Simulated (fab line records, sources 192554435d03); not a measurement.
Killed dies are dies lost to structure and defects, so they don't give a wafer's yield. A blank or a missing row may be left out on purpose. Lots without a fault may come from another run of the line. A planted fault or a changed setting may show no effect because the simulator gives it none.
fab line records | flow n5_finfet | part 2 of 2: steps 20 to 26 of 26
record lots=5 wafers=15 last_day=17
route steps=1938 shown MIM_BOT_LITHO@1862 MIM_BOT_ETCH@1866 PASS1_CAP@1873 TV_LITHO@1875 TV_OPEN@1887
lots that met no fault: from a run of the same line without faults
start_h: hours from the record's first day to the start of the lot's first wafer shown | wait_h: hours since the lot's step before | " the same as in the row above | L1.1+2: a row that stands for several wafers | - no value, or no start given | * or withheld: withheld | < > ~ a bound
route shown NAME@n: a module of which the file shows steps, and the number in the route of the first | usual: mean/standard deviation of fault-free wafers | same: alike in all rows | chamber/n: place in a boat | sites: the reading at each site | _std_site: their standard deviation | _edge_site: outer sites' mean less inner sites' | radius_mm: how far each site lies from the wafer's centre | mask NAME#n: copy n | behind: the tool/chamber that last shaped the wafer | hold: why the lot was held/for how many hours/how that ended | device: the transistor (n, p or np) that didn't switch | end of line: the same wafers' tests at the end of the route | a step without rows: its recipe alone | killed: dies lost to structure and defects at the first sort, not the wafer's yield | map: a wafer's dies, x killed, . not, _ none there
set.NAME: the setting as run; set.NAME@STEP: as run at that earlier step | model.NAME: the simulator's own value behind a step, which no gauge read
lots at some steps of the route; a table a step, a row a wafer
services: from which hour (start_h, from the record's first day; less than 0 if before it) a tool's chamber was out of use, for how many hours, and why
## steps
# step N5_PASSIVATION_DEVELOP_09
# recipe develop_time_s=60 rinse_liquid=diw dry=air_spin dev_temp_c=21
# usual chill_plate_temp_C=22.99/0.11 developer_temp_C=20.98/0.11 exhaust_pa=45.2/0.87
# columns lot.wafer tool chamber start_h wait_h chill_plate_temp_C developer_temp_C exhaust_pa
L074.2 litho_track-01 0 - - 23.04 20.85 46.2
L074.3 " 0 " " 23.03 20.82 44.8
L074.4 " 0 " " 23.00 20.96 44.3
L082.1 litho_track-02 0 - - 23.10 21.07 46.1
L082.4 " 0 " " 23.16 20.87 45.3
L082.5 " 0 " " 23.21 21.00 45.8
L088.4 litho_track-03 0 - - 23.06 21.00 45.0
L088.5 " 0 " " 23.10 21.06 45.6
L088.6 " 0 " " 23.10 21.10 44.3
L097.1 litho_track-01 0 - - 23.04 20.88 46.0
L097.2 " 0 " " 23.07 20.78 44.9
L097.5 " 0 " " 23.20 20.82 44.8
L096.2 litho_track-02 0 - - 22.93 20.90 45.1
L096.4 " 0 " " 23.00 20.78 45.2
L096.6 " 0 " " 22.94 20.79 44.6
# step N5_PASSIVATION_HARDBAKE_11
# recipe temp_c=130 time_s=120
# usual chill_plate_temp_C=23.00/0.12 exhaust_pa=45.1/0.76
# columns lot.wafer tool chamber start_h wait_h chill_plate_temp_C exhaust_pa
L074.2 litho_track-01 0 - - 23.16 45.6
L074.3 " 0 " " 23.06 44.1
L074.4 " 0 " " 23.14 45.6
L082.1 litho_track-02 0 - - 23.16 44.4
L082.4 " 0 " " 23.12 44.9
L082.5 " 0 " " 23.10 43.9
L088.4 litho_track-03 0 - - 22.89 44.1
L088.5 " 0 " " 23.02 45.4
L088.6 " 0 " " 22.96 44.5
L097.1 litho_track-01 0 - - 23.08 46.4
L097.2 " 0 " " 23.08 45.3
L097.5 " 0 " " 23.25 44.5
L096.2 litho_track-02 0 - - 23.22 45.3
L096.4 " 0 " " 23.00 45.0
L096.6 " 0 " " 23.04 45.4
# step N5_PASSIVATION_CD_MEAS_10
# recipe target_cd_nm=3000 landing_energy_ev=500 detector=se_inlens
# usual cd_nm=3000.8/1.6
# columns lot.wafer tool chamber start_h wait_h cd_nm
L074.2 cd_sem-01 0 258.22 - 3000.7
L074.3 " 0 " " 3000.3
L074.4 " 0 " " 2999.7
L082.1 cd_sem-03 0 311.14 - 3000.2
L082.4 " 0 " " 3000.3
L082.5 " 0 " " 2999.7
L088.4 cd_sem-03 0 339.04 - 2998.0
L088.5 " 0 " " 3000.3
L088.6 " 0 " " 2998.6
L097.1 cd_sem-03 0 403.81 - 3000.6
L097.2 " 0 " " 3001.9
L097.5 " 0 " " 3000.4
L096.2 cd_sem-03 0 406.97 - 3003.2
L096.4 " 0 " " 3001.9
L096.6 " 0 " " 3002.0
# step N5_PASSIVATION_OVL_MEAS_60
# recipe points_per_wafer=44
# usual TV_OVL=0/5.8
# columns lot.wafer tool chamber start_h wait_h TV_OVL[nm]
L074.2 overlay-01 0 258.25 0.0 4
L074.3 " 0 " " 5
L074.4 " 0 " " 5
L082.1 overlay-02 0 311.18 0.0 3
L082.4 " 0 " " -6
L082.5 " 0 " " 1
L088.4 overlay-01 0 339.06 0.0 -2
L088.5 " 0 " " -8
L088.6 " 0 " " -4
L097.1 overlay-02 0 403.84 0.0 -4
L097.2 " 0 " " 13
L097.5 " 0 " " -6
L096.2 overlay-01 0 406.99 0.0 8
L096.4 " 0 " " 2
L096.6 " 0 " " 5
# step N5_PASSIVATION_INSPECT_61
# recipe mode=adi inspect_instrument=macro
# usual raw_defect_count=2.1/1.4
# columns lot.wafer tool chamber start_h wait_h raw_defect_count
L074.2 defect_inspect-01 - 258.27 0.0 3
L074.3 " - " " 3
L074.4 " - " " 5
L082.1 defect_inspect-02 - 311.20 0.0 2
L082.4 " - " " 4
L082.5 " - " " 1
L088.4 defect_inspect-01 - 339.09 0.0 2
L088.5 " - " " 2
L088.6 " - " " 0
L097.1 defect_inspect-01 - 403.86 0.0 2
L097.2 " - " " 2
L097.5 " - " " 0
L096.2 defect_inspect-01 - 407.02 0.0 4
L096.4 " - " " 3
L096.6 " - " " 4
# step N5_PASSIVATION_DESCUM_12
# recipe chemistry=O2 time_s=7.9 source_power_w=50 bias_power_w=20 pressure_mtorr=20 rf_frequency_hz=2.712e+07 temp_c=40 o2_flow_sccm=225
# usual drypump_motor_current_A=5.5/0.48 oes_product_au=0.78/0.085 rf_vpp_V=243.1/1.3 showerhead_plenum_p_Torr=2.09/0.067 throttle_valve_pct=20.45/0.24
# columns lot.wafer tool chamber start_h wait_h drypump_motor_current_A oes_product_au rf_hours_counter_h rf_vpp_V showerhead_plenum_p_Torr throttle_valve_pct
L074.2 rie_diel-05 0 258.84 0.6 5.3 0.74 184 242.8 2.07 20.16
L074.3 " 3 " " 5.4 0.72 195 244.0 2.17 20.43
L074.4 " 2 " " 6.0 0.96 8 243.0 2.05 20.41
L082.1 rie_diel-06 2 311.28 0.1 5.7 0.72 182 243.0 2.00 20.86
L082.4 " 3 " " 6.8 0.83 82 243.5 2.11 20.22
L082.5 " 1 " " 5.4 0.83 - 243.3 2.11 20.55
L088.4 rie_diel-03 3 339.12 0.0 5.1 0.78 134 242.5 2.09 20.34
L088.5 " 2 " " 4.8 0.85 - 241.6 2.04 19.95
L088.6 " 1 " " 5.2 0.67 - 244.6 2.14 20.45
L097.1 rie_diel-05 3 404.21 0.4 5.4 0.69 239 242.5 2.16 20.50
L097.2 " 0 " " 5.3 0.71 227 241.4 2.06 20.22
L097.5 " 3 " " 5.4 0.69 - 246.2 2.16 20.50
L096.2 rie_diel-06 2 407.05 0.0 5.7 0.69 212 242.5 1.99 20.91
L096.4 " 0 " " 5.5 0.70 218 241.9 1.99 20.77
L096.6 " 0 " " 5.5 0.71 - 241.9 1.99 20.77
# step N5_PASSIVATION_PASS_ETCH_74
# recipe chemistry=CF4/O2 target=SiNx target_depth_a=2200 time_s=110 ion_energy_ev=100 pressure_mtorr=40 source_w=535 bias_w=49 Ar_flow_sccm=100 cf4_flow_sccm=100 O2_flow_sccm=10
# usual drypump_motor_current_A=5.5/0.48 mfc_ar_sccm=100.01/0.28 oes_o_777_au=0.77/0.078 oes_product_au=0.78/0.084 rf_vpp_V=240.7/2.9 showerhead_plenum_p_Torr=2.21/0.066 throttle_valve_pct=16.04/0.23
# columns lot.wafer tool chamber start_h wait_h drypump_motor_current_A mfc_ar_sccm oes_o_777_au oes_product_au rf_hours_counter_h rf_vpp_V showerhead_plenum_p_Torr throttle_valve_pct
L074.2 rie_diel-05 0 258.91 0.0 5.3 99.99 0.73 0.75 184 240.1 2.20 15.86
L074.3 " 3 " " 5.4 99.87 0.73 0.72 195 241.7 2.28 16.05
L074.4 " 2 " " 6.0 100.05 0.93 0.95 8 240.1 2.17 15.89
L082.1 rie_diel-06 2 311.35 0.0 5.7 100.34 0.69 0.70 182 240.1 2.11 16.42
L082.4 " 3 " " 6.8 100.31 0.81 0.82 82 242.4 2.23 15.85
L082.5 " 1 " " 5.4 100.53 0.80 0.82 - 244.2 2.23 16.11
L088.4 rie_diel-03 3 339.19 0.0 5.1 100.50 0.79 0.79 134 235.3 2.21 15.95
L088.5 " 2 " " 4.8 100.05 0.86 0.85 - 240.1 2.16 15.54
L088.6 " 1 " " 5.2 100.01 0.68 0.67 - 237.9 2.26 16.14
L097.1 rie_diel-05 3 404.28 0.0 5.4 100.01 0.70 0.69 239 240.2 2.27 16.13
L097.2 " 0 " " 5.3 100.08 0.70 0.71 227 235.5 2.18 15.93
L097.5 " 3 " " 5.4 100.14 0.70 0.69 - 239.6 2.27 16.14
L096.2 rie_diel-06 2 407.12 0.0 5.7 100.09 0.69 0.68 212 241.5 2.10 16.48
L096.4 " 0 " " 5.5 99.60 0.72 0.70 218 235.6 2.10 16.31
L096.6 " 0 " " 5.5 99.71 0.71 0.71 - 236.1 2.10 16.32
## services
# columns tool chamber start_h hours kind
rie_diel-05 3 240.96 8.6 repair
krf_scanner-01 - 261.22 0.6 repair
rie_diel-01 3 270.15 5.9 repair
krf_scanner-02 - 282.20 1.0 pm
rie_diel-05 2 283.44 5.7 repair
krf_scanner-01 - 283.44 1.0 pm
rie_diel-01 2 285.76 10.5 repair
rie_diel-03 1 291.24 4.8 repair
rie_diel-03 - 296.14 0.2 repair
krf_scanner-02 - 296.14 3.6 pm
rie_diel-01 0 307.46 4.7 repair
rie_diel-06 - 307.82 0.2 repair
krf_scanner-02 - 312.78 1.3 pm
rie_metal-03 - 319.20 0.7 repair
pecvd-03 0 332.84 21.3 repair
krf_scanner-02 - 334.24 0.2 repair
krf_scanner-02 - 335.38 0.8 pm
pecvd-02 - 355.41 0.6 repair
krf_scanner-02 - 357.53 0.5 repair
pecvd-02 - 365.01 4.3 pm
wet_bench-05 - 371.06 4.4 pm
rie_diel-06 1 372.25 20.2 repair
rie_diel-05 2 385.76 2.4 repair
rie_diel-06 0 394.34 4.2 repair
